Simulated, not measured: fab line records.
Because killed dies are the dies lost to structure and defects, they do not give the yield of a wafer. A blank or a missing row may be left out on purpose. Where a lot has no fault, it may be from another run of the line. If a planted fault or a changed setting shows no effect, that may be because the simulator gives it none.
Which tool was responsible? | flow n5Finfet | Sampling: 10 lots, 26 wafers, 4 of 1938 route steps

WHAT THE GAUGES SHOWED, per wafer
N5_STI_FIN_REVEAL_FIN_H_MEAS_10.
lot  | measured    | on     | trenchDepthNm (nm)
L643 | day 2 13:37 | ocd-01 | 52.4 52.9 52.5
L646 | day 3 09:08 | ocd-02 | 51.5 51.7 51.0
L648 | day 3 23:26 | ocd-02 | 51.9 51.8 51.7
L650 | day 4 08:01 | ocd-02 | 51.6 52.8 52.0
L654 | day 5 10:10 | ocd-02 | 53.3 51.7 52.8
L655 | day 5 14:02 | ocd-02 | 52.7 51.7
L658 | day 6 06:31 | ocd-02 | 52.2 51.6 50.4
L663 | day 7 13:25 | ocd-01 | 51.8 56.5
L664 | day 7 18:20 | ocd-01 | 53.1 57.5
L665 | day 8 01:28 | ocd-02 | 56.8 55.8

WHAT TOOL EACH LOT RAN ON (gives the tool, then ch and the chambers of the sampled wafers, and finally the start)
lot  | N5_STI_FIN_REVEAL_ALD_00        | N5_STI_FIN_REVEAL_STRIP_24       | N5_STI_FIN_REVEAL_RECESS_09
L643 | aldSin-01 ch 1,2,3, day 2 05:02 | rieDiel-01 ch 0,1, day 2 10:41   | vaporEtch-01 ch 0,1, day 2 10:54
L646 | aldSin-03 ch 1,2, day 2 23:57   | rieDiel-01 ch 0,2, day 3 06:13   | vaporEtch-02 ch 0,1, day 3 06:58
L648 | aldSin-03 ch 1,3, day 3 14:39   | rieDiel-06 ch 0,1,3, day 3 20:29 | vaporEtch-02 ch 1, day 3 20:42
L650 | aldSin-03 ch 0,1, day 3 23:23   | rieDiel-04 ch 2,3, day 4 05:02   | vaporEtch-02 ch 0,1, day 4 05:16
L654 | aldSin-04 ch 1,3, day 5 01:36   | rieDiel-01 ch 2,3, day 5 07:15   | vaporEtch-02 ch 0,1, day 5 07:29
L655 | aldSin-03 ch 0,3, day 5 05:25   | rieDiel-01 ch 0,1, day 5 11:10   | vaporEtch-01 ch 0,1, day 5 12:23
L658 | aldSin-03 ch 0,1,2, day 5 21:29 | rieDiel-01 ch 0,1,2, day 6 03:37 | vaporEtch-02 ch 0,1, day 6 03:49
L663 | aldSin-04 ch 2,3, day 7 03:51   | rieDiel-04 ch 0,3, day 7 10:00   | vaporEtch-02 ch 0,1, day 7 10:13
L664 | aldSin-01 ch 1,2, day 7 09:38   | rieDiel-06 ch 1,2, day 7 15:19   | vaporEtch-02 ch 0,1, day 7 15:32
L665 | aldSin-01 ch 0,1, day 7 16:50   | rieDiel-04 ch 0,2, day 7 22:32   | vaporEtch-02 ch 0,1, day 7 22:45
- N5_STI_FIN_REVEAL_ALD_00: deposits SiO2, target thk 1 nm, pulse time 1 s.
- N5_STI_FIN_REVEAL_STRIP_24: strips in N2/H2, time 90 s.
- N5_STI_FIN_REVEAL_RECESS_09: chemistry HF/NH3, target SiO2, afs cycles 11, target depth 42.5 nm, sublimation time 60 s.

THE ANSWER, worked out from the rows above alone
Rule: the usual values come from the lots themselves. Put in order of their means at a reading, lots are off if they are a third of the lots or fewer, leave a main group of 4 or more, and stand apart from it by a gap of 3 or more times the standard deviation of the main group's means; of several such gaps the widest counts. The tables above print the reading to a certain number of digits; a main group whose means all agree to those digits is not used. Also off: a lot with no number at a reading for which 4 or more lots have one. Any other lot the step has rows for is counted as sound.
Off, at N5_STI_FIN_REVEAL_FIN_H_MEAS_10 on trenchDepthNm: L663, L664, L665. Main group: mean 52.0 nm, sd 0.47.
If a tool, at a process step before that reading, ran all the lots that are off and no sound lot after the first of them, it fits. The gauges at N5_STI_FIN_REVEAL_FIN_H_MEAS_10 are tried like those tools. One fits: vaporEtch-02 at N5_STI_FIN_REVEAL_RECESS_09. A fault onset in the window from L658 (day 6 03:49, its last sound lot) to L663 (day 7 10:13, its first lot off) fits.

WHAT THE SIMULATOR HAD INSERTED
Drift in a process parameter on vaporEtch-02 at N5_STI_FIN_REVEAL_RECESS_09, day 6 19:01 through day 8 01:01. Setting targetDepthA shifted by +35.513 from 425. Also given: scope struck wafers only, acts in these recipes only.
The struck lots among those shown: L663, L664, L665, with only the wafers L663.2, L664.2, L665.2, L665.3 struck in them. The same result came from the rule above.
